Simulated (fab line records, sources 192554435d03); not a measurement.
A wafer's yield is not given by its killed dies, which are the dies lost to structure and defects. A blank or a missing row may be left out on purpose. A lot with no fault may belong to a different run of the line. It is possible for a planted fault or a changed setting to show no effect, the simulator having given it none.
Which tool did it? + flow n5Finfet + 14 lots, 40 wafers sampled, at 4 steps of a route of 1938

WHAT THE GAUGES READ, wafer by wafer
The record holds no reading of a measuring or inspecting step that can be judged against a usual standard deviation.

WHICH TOOL RAN EACH LOT (tool, then ch and the chambers of the sampled wafers, then the start)
| lot  | N5_BEOL_M0_SPUTTER_141      | N5_BEOL_M1_PECVD_72             | N5_BEOL_M1_HM_DEP_02        | N5_BEOL_M1_DEVELOP_10            |
|------|-----------------------------|---------------------------------|-----------------------------|----------------------------------|
| L807 | pvdSputter-03, day 6 03:08  | pecvd-01 ch 0,1,2, day 6 04:35  | pvdSputter-02, day 6 06:25  | lithoTrack-05 ch 0, day 6 06:45  |
| L809 | pvdSputter-03, day 6 18:40  | pecvd-02 ch 0,1, day 6 19:52    | pvdSputter-03, day 6 21:07  | lithoTrack-04 ch 0, day 6 21:35  |
| L810 | pvdSputter-03, day 6 20:56  | pecvd-02 ch 0,1,2, day 6 22:23  | pvdSputter-01, day 6 22:58  | lithoTrack-05 ch 0, day 6 23:22  |
| L811 | pvdSputter-02, day 7 00:13  | pecvd-01 ch 0,2, day 7 01:50    | pvdSputter-01, day 7 02:40  | lithoTrack-04 ch 0, day 7 03:00  |
| L812 | pvdSputter-02, day 7 06:34  | pecvd-02 ch 0,2, day 7 08:11    | pvdSputter-03, day 7 08:16  | lithoTrack-03 ch 0, day 7 08:45  |
| L813 | pvdSputter-02, day 7 16:07  | pecvd-02 ch 0,1,2, day 7 17:21  | pvdSputter-03, day 7 18:26  | lithoTrack-04 ch 0, day 7 18:47  |
| L814 | pvdSputter-02, day 7 20:38  | pecvd-01 ch 0,2, day 7 22:41    | pvdSputter-02, day 8 00:05  | lithoTrack-05, day 8 00:25       |
| L815 | pvdSputter-02, day 8 09:17  | pecvd-03 ch 0,1, day 8 10:30    | pvdSputter-02, day 8 11:25  | lithoTrack-03, day 8 11:53       |
| L816 | pvdSputter-02, day 8 12:08  | pecvd-01 ch 0,1, day 8 13:24    | pvdSputter-01, day 8 15:44  | lithoTrack-04 ch 0, day 8 16:05  |
| L823 | pvdSputter-01, day 10 01:10 | pecvd-03 ch 0,2, day 10 02:26   | pvdSputter-02, day 10 02:37 | lithoTrack-03 ch 0, day 10 02:56 |
| L826 | pvdSputter-03, day 10 18:53 | pecvd-03 ch 1,2, day 10 20:23   | pvdSputter-03, day 10 21:36 | lithoTrack-03 ch 0, day 10 22:08 |
| L825 | pvdSputter-03, day 10 19:19 | pecvd-01 ch 0,1,2, day 10 20:37 | pvdSputter-03, day 10 22:00 | lithoTrack-04 ch 0, day 10 22:20 |
| L827 | pvdSputter-01, day 11 06:22 | pecvd-02 ch 0,1,2, day 11 07:49 | pvdSputter-02, day 11 07:53 | lithoTrack-03 ch 0, day 11 08:20 |
| L828 | pvdSputter-02, day 11 08:20 | pecvd-02 ch 0,2, day 11 09:49   | pvdSputter-02, day 11 09:53 | lithoTrack-03 ch 0, day 11 10:20 |
- N5_BEOL_M0_SPUTTER_141: material Cu, target thk 4 nm, time 7.37 s.
- N5_BEOL_M1_PECVD_72: deposits SiO2 from TEOS/O2, target thk 16 nm, time 18 s.
- N5_BEOL_M1_HM_DEP_02: deposits TiN, target thk 20 nm.
- N5_BEOL_M1_DEVELOP_10: develop time 30 s.

WHAT THE TOOLS THEMSELVES READ (means of the sampled wafers that have a number; where no wafer has one, the mark that the record gives instead)
N5_BEOL_M0_SPUTTER_141.
| lot  | tool          | throttleValvePct (%) |
|------|---------------|----------------------|
| L807 | pvdSputter-03 | 30.0                 |
| L809 | pvdSputter-03 | 30.0                 |
| L810 | pvdSputter-03 | 29.8                 |
| L811 | pvdSputter-02 | 30.4                 |
| L812 | pvdSputter-02 | 30.4                 |
| L813 | pvdSputter-02 | 30.3                 |
| L814 | pvdSputter-02 | 30.5                 |
| L815 | pvdSputter-02 | 30.3                 |
| L816 | pvdSputter-02 | 30.4                 |
| L823 | pvdSputter-01 | 30.5                 |
| L826 | pvdSputter-03 | 29.1                 |
| L825 | pvdSputter-03 | 30.0                 |
| L827 | pvdSputter-01 | 29.5                 |
| L828 | pvdSputter-02 | 30.4                 |

N5_BEOL_M1_PECVD_72.
| lot  | tool     | heaterPowerW (W) | showerheadPlenumPTorr (Torr) | showerheadVppV (V) | throttleValvePct (%) |
|------|----------|------------------|------------------------------|--------------------|----------------------|
| L807 | pecvd-01 | 640              | 8.78                         | 1356               | 21.7                 |
| L809 | pecvd-02 | 641              | 8.72                         | 1319               | 22.1                 |
| L810 | pecvd-02 | 654              | 8.74                         | 1334               | 21.7                 |
| L811 | pecvd-01 | 671              | 8.74                         | 1333               | 21.4                 |
| L812 | pecvd-02 | 694              | 8.75                         | 1363               | 21.2                 |
| L813 | pecvd-02 | 689              | 8.74                         | 1337               | 21.7                 |
| L814 | pecvd-01 | 634              | 8.75                         | 1343               | 21.6                 |
| L815 | pecvd-03 | 622              | 8.81                         | 1344               | 21.1                 |
| L816 | pecvd-01 | 654              | 8.78                         | 1377               | 21.9                 |
| L823 | pecvd-03 | 704              | 8.84                         | 1313               | 21.8                 |
| L826 | pecvd-03 | 655              | 8.72                         | 1294               | 21.5                 |
| L825 | pecvd-01 | 651              | 8.76                         | 1363               | 21.7                 |
| L827 | pecvd-02 | 675              | 8.75                         | 1352               | 21.8                 |
| L828 | pecvd-02 | 646              | 8.77                         | 1362               | 21.5                 |

N5_BEOL_M1_HM_DEP_02.
| lot  | tool          | throttleValvePct (%) |
|------|---------------|----------------------|
| L807 | pvdSputter-02 | 30.2                 |
| L809 | pvdSputter-03 | 29.8                 |
| L810 | pvdSputter-01 | 29.4                 |
| L811 | pvdSputter-01 | 29.1                 |
| L812 | pvdSputter-03 | 29.9                 |
| L813 | pvdSputter-03 | 29.8                 |
| L814 | pvdSputter-02 | 30.5                 |
| L815 | pvdSputter-02 | 30.4                 |
| L816 | pvdSputter-01 | 29.5                 |
| L823 | pvdSputter-02 | 30.3                 |
| L826 | pvdSputter-03 | 30.2                 |
| L825 | pvdSputter-03 | 29.7                 |
| L827 | pvdSputter-02 | 30.4                 |
| L828 | pvdSputter-02 | 30.4                 |

N5_BEOL_M1_DEVELOP_10.
| lot  | tool          | chillPlateTempC (C) |
|------|---------------|---------------------|
| L807 | lithoTrack-05 | 22.97               |
| L809 | lithoTrack-04 | 23.03               |
| L810 | lithoTrack-05 | 23.02               |
| L811 | lithoTrack-04 | 23.01               |
| L812 | lithoTrack-03 | 22.92               |
| L813 | lithoTrack-04 | 22.95               |
| L814 | lithoTrack-05 | -                   |
| L815 | lithoTrack-03 | -                   |
| L816 | lithoTrack-04 | 23.07               |
| L823 | lithoTrack-03 | 22.93               |
| L826 | lithoTrack-03 | 23.12               |
| L825 | lithoTrack-04 | 22.86               |
| L827 | lithoTrack-03 | 22.91               |
| L828 | lithoTrack-03 | 23.07               |

THE ANSWER, worked out from the rows above alone
Rule: the usual values come from the lots themselves. Put in order of their means at a reading, lots are off if they are a third of the lots or fewer, leave a main group of 4 or more, and stand apart from it by a gap of 3 or more times the standard deviation of the main group's means; of several such gaps the widest counts. The tables above print the reading to a certain number of digits; a main group whose means all agree to those digits is not used. A lot without any number at a reading at which 4 lots or more have one is off too. Where the step has rows for the other lots, those lots are counted as sound. Order of review: gauges by route order, followed by the tools' own readings, for which a lot's mean as printed above is used. At the first step where some lot is off, the reading lying furthest off is the one used; lots without a number count as furthest.
Off: L814, L815 (N5_BEOL_M1_DEVELOP_10, chillPlateTempC). Without a number there: L814, L815. The main group has a mean of 22.99 C with a standard deviation of 0.074.
A tool fits if, at that step or a process step before it, it ran every lot that is off, and no sound lot after the first of them. Not one of the candidates tried fits.

WHAT THE SIMULATOR PUT IN
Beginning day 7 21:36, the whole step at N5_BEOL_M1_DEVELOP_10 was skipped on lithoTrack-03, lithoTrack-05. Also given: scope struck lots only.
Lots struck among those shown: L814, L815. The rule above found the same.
